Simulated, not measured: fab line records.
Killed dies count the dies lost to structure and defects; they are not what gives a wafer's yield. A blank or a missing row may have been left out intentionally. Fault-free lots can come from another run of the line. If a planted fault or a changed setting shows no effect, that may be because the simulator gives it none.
Comparing a struck lot with a sound one    flow nand_harc    41 steps out of a route of 1302
Sound: these wafers, L321.2, L321.4, L321.6. Struck: wafer L317.2. (L317.1, L317.3 of the same lot were not struck and are left out.) The cause comes at the end.
For every step that has rows: the tool of each side, followed by ch and its chambers, followed by its first start. Under that, the readings that differ: sound wafers    struck wafers    difference of the means    sigmas: that difference in standard deviations of wafers without a fault.
alike: a reading whose means differ by less than 2 such deviations, as well as words and numbers matching on both sides. not compared: withheld readings; readings where some wafer has no value; bounds like >300 that might hide an equal value; numbers whose values overlap and for which the record gives no deviation.
A row with sigmas, a row that says differs or no value, or rows on one side alone: a step with any of these is where the two part. Non-overlapping numbers with no deviation appear without sigmas and do not part them. A reading missing from all wafers of one side parts the sides only when that side holds two or more wafers.

NHARC_P_M2_OVL_MEAS_10: pitch 340 nm.
  sound on overlay-01, day 13 09:10; struck on overlay-01, day 11 04:05
  alike: overlay_x_nm, overlay_y_nm
NHARC_P_M2_INSPECT_11:
  sound on defect_inspect-01, day 13 09:11; struck on defect_inspect-02, day 11 04:19
reading           sound  struck  difference  sigmas
raw_defect_count  2 4 3  9       +6          +2
then, 2 steps without rows for these wafers: NHARC_P_M2_DESCUM_14 (chemistry O2, time 3 s); NHARC_P_M2_ETCH_35 (etches the open film in N2/H2, target depth 40 nm, overetch 12 nm, time 43.94 s).
NHARC_P_M2_ETCH_15: etches the open film in C4F8/Ar, target depth 182.5 nm, time 91.2 s.
  sound on rie_diel-09 ch 0,1,2; struck on rie_diel-01 ch 2
  alike: oes_product_au, rf_vpp_V
  not compared: rf_hours_counter_h
NHARC_P_M2_CD_MEAS_16:
  sound on cd_sem-01, day 13 09:34; struck on cd_sem-03, day 11 04:41
  alike: cd_nm
then, 3 steps without rows for these wafers: NHARC_P_M2_STRIP_18 (strips in N2/H2); NHARC_P_M2_ETCH_28 (etches the open film in CF4/N2, target depth 30 nm, time 72.99 s); NHARC_P_M2_STRIP_19 (strips in post etch residue remover, time 600 s).
NHARC_P_M2_DEGAS_29: time 60 s.
  sound on pvd_sputter-01, day 13 10:16; struck on pvd_sputter-03, day 11 05:24
  alike: heater_power_w
NHARC_P_M2_PRE_CLEAN_30: time 30 s.
  sound on pvd_sputter-01; struck on pvd_sputter-03
  alike: heater_power_w
NHARC_P_M2_PVD_20: deposits TaN, target thk 5 nm, time 8.06 s.
  sound on pvd_sputter-01; struck on pvd_sputter-03
reading                 sound           struck  difference  sigmas
throttle_valve_pct (%)  31.2 30.2 31.1  28.5    -2.3        -2
  alike: cathode_dc_power_W
NHARC_P_M2_PVD_21: deposits Cu, target thk 30 nm, time 20.49 s.
  sound on pvd_sputter-01, day 13 10:31; struck on pvd_sputter-03, day 11 05:38
  alike: cathode_dc_power_W, throttle_valve_pct
then, 4 steps without rows for these wafers: NHARC_P_M2_ECD_22 (material Cu, target thk 400 nm); NHARC_P_M2_ANNEAL_31 (time 90 s); NHARC_P_M2_CMP_23 (polishes, t overpolish 20 s, target thk 144.3 nm); NHARC_P_M2_SRD_25.
NHARC_P_M2_INSPECT_27:
  sound on defect_inspect-01, day 13 11:50; struck on defect_inspect-02, day 11 07:15
  alike: raw_defect_count
then, 2 steps without rows for these wafers: NHARC_P_M2_PRE_CLEAN_32 (time 12 s); NHARC_P_M2_DEP_33 (deposits SiCN, target thk 30 nm).
NHARC_P_BONDPAD_DEP_00: deposits SiCN, target thk 250 nm.
  the record has rows for the sound wafers here (pecvd-04 ch 0,2, day 13 12:29) and none for the struck ones
then, 1 step without rows for these wafers: NHARC_P_BONDPAD_CMP_32 (polishes SiCN, target thk 200 nm).
NHARC_P_BONDPAD_THK_MEAS_33: measures by ellipsometry.
  the record has rows for the sound wafers here (film_metro-02, day 13 13:03) and none for the struck ones
then, 10 steps without rows for these wafers: NHARC_P_BONDPAD_SRD_34; NHARC_P_BONDPAD_DEHYDRATE_01 (time 120 s); NHARC_P_BONDPAD_HMDS_02 (time 30 s); NHARC_P_BONDPAD_COAT_36 (time 65 s); NHARC_P_BONDPAD_COAT_03 (resist thk 600 nm); NHARC_P_BONDPAD_SOFTBAKE_04 (time 70 s); NHARC_P_BONDPAD_EBR_05; NHARC_P_BONDPAD_EXPOSE_06 (exposes mask P BPAD); NHARC_P_BONDPAD_PEB_07 (peb time 80 s); NHARC_P_BONDPAD_DEVELOP_08 (time 50 s).
NHARC_P_BONDPAD_CD_MEAS_09: the cd target is 500 nm.
  the record has rows for the sound wafers here (cd_sem-01 ch 0, day 13 13:37) and none for the struck ones
NHARC_P_BONDPAD_OVL_MEAS_38:
  the record has rows for the sound wafers here (overlay-02, day 13 13:43) and none for the struck ones
then, 4 steps without rows for these wafers: NHARC_P_BONDPAD_HARDBAKE_10 (time 65 s); NHARC_P_BONDPAD_DESCUM_11 (chemistry O2, time 3 s); NHARC_P_BONDPAD_ETCH_37 (etches the open film in N2/H2, target depth 60 nm, overetch 18 nm, time 65.91 s); NHARC_P_BONDPAD_ETCH_12 (etches the open film in CHF3/O2, target depth 200 nm, time 100 s).
NHARC_P_BONDPAD_CD_MEAS_13:
  the record has rows for the sound wafers here (cd_sem-02, day 13 14:09) and none for the struck ones
-- the record jumps here: 18 days lie between the struck wafers' starts before and after (it left off in module P_BONDPAD and takes up again in module END, whose first step shown is number 1302 of the route) --
NHARC_END_SORT_01:
  sound on prober-01 ch 0, day 31 14:13; struck on prober-01 ch 0, day 28 20:26
reading                   sound           struck  difference  sigmas
defect_limited_yield (%)  86.6 89.7 87.7  0       -88         -33
killed_at_periphery       1 2 2           627     +625        +99 or more
killed_dies               91 70 83        677     +596        +33
sort_bin_2_pct (%)        5.0 3.4 5.2     95.1    +90.6       +75
sort_n_pass               586 607 594     0       -596        -33
sort_rim_yield_pct (%)    96 86 88        0       -90         -22
sort_yield_pct (%)        86.6 89.7 87.7  0       -88         -33
  alike: killed_at_array, killed_at_other, killed_open, killed_short, sort_bin_3_pct, sort_bin_4_pct

## WHERE THEY PART
At NHARC_P_M2_INSPECT_11 first; at NHARC_END_SORT_01 last (within this record only).

WHY: what the simulator had put in
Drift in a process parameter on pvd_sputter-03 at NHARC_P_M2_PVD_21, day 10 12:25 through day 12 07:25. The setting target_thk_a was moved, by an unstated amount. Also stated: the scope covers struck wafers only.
